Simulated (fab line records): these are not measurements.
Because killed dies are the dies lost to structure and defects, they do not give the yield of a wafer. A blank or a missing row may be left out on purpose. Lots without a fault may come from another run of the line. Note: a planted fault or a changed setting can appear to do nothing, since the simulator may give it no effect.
Which of the tools did it?	flow n5-finfet	12 lots (36 wafers sampled), 1 step of a 1938-step route

## WHAT THE GAUGES READ, wafer by wafer
N5_BEOL_M12_CD_MEAS_28 targets a cd of 160.2 nm.
lot	measured	on	cd-nm (nm)
L074	day 11 03:56	cd-sem-01	159.5 160.6 160.6
L078	day 11 22:58	cd-sem-02	161.1 160.2 160.7
L080	day 12 01:26	cd-sem-03	159.2 159.6 159.2
L081	day 12 08:06	cd-sem-02	160.9 158.1 158.7
L084	day 13 11:28	cd-sem-03	160.5 160.8 162.2
L083	day 13 12:10	cd-sem-03	160.5 158.5 160.9
L087	day 13 18:29	cd-sem-02	159.8 157.7 159.5
L091	day 15 00:46	cd-sem-03	160.8 162.1 162.8
L090	day 15 07:07	cd-sem-02	160.8 159.1 159.1
L092	day 15 15:29	cd-sem-03	160.5 159.6 159.9
L094	day 16 07:58	cd-sem-01	158.5 160.4 160.6
L097	day 16 14:31	cd-sem-02	161.8 159.7 161.3

## WHAT TOOL EACH LOT RAN ON (gives the tool, then ch and the chambers of the sampled wafers, and finally the start)
The record shows no process step preceding these readings.

## THE ANSWER, worked out from the rows above alone
Rule: the usual values come from the lots themselves. Put in order of their means at a reading, lots are off if they are a third of the lots or fewer, leave a main group of 4 or more, and stand apart from it by a gap of 3 or more times the standard deviation of the main group's means; of several such gaps the widest counts. A main group is skipped when, at the precision printed for the reading in the tables above, its means are all equal. Also off: a lot with no number at a reading for which 4 or more lots have one. Where the step has rows for the other lots, those lots are counted as sound.
Nothing can be told from this: no lot is off at any reading shown.

## WHAT THE SIMULATOR HAD INSERTED
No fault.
